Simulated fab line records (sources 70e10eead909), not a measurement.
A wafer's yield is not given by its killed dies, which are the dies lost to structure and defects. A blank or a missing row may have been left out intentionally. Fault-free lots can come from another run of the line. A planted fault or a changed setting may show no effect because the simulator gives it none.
Matching of chambers -- flow nand harc -- NHARC_A_STAIRCASE_DESCUM_443 on rie diel-03: 4 sister chambers
The step chemistry O2, time 3 s. 8 wafers are shown with their chamber, then 8 later ones without.

WAFERS WITH THEIR CHAMBER
wafer,chamber,drypump motor current A (A),showerhead plenum p Torr (Torr)
L084.6,3,5.5,1.90
L087.2,3,5.5,1.89
L089.4,0,5.8,1.84
L089.5,1,5.4,1.90
L091.3,0,5.8,1.84
L091.5,1,5.4,1.90
L091.6,2,6.0,1.80
L092.2,2,6.1,1.80

WAFERS WITH NO CHAMBER GIVEN
wafer,drypump motor current A (A),showerhead plenum p Torr (Torr)
L092.4,5.8,1.84
L092.5,5.4,1.89
L096.1,5.4,1.89
L096.3,5.6,1.89
L096.5,5.4,1.89
L097.2,5.8,1.84
L097.3,5.4,1.89
L097.6,5.4,1.89

THE CHAMBER EACH PASSED THROUGH
wafer,from the rows above,in truth
L092.4,0,0
L092.5,can't be placed: 1 or 3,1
L096.1,can't be placed: 1 or 3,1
L096.3,3,3
L096.5,can't be placed: 1 or 3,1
L097.2,0,0
L097.3,can't be placed: 1 or 3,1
L097.6,can't be placed: 1 or 3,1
3 of 8 placed correctly. Unplaceable from these rows: 5, with the true chamber sitting among the candidates in 5. Placed wrongly: 0.
How it was worked out, from the rows above alone: a wafer's distance from a chamber is the root of the sum, over the readings, of the square of ((its reading less the chamber's mean) divided by the reading's scatter). If the next closest chamber is less than 2 further off than the closest, the wafer can't be placed; otherwise it belongs to the closest. For every chamber, the mean is computed from those of its wafers that are shown. How the scatter is found: for the shown wafers, subtract from each reading the mean of its chamber, square and add these, divide the total by (wafers less chambers), then take the root.
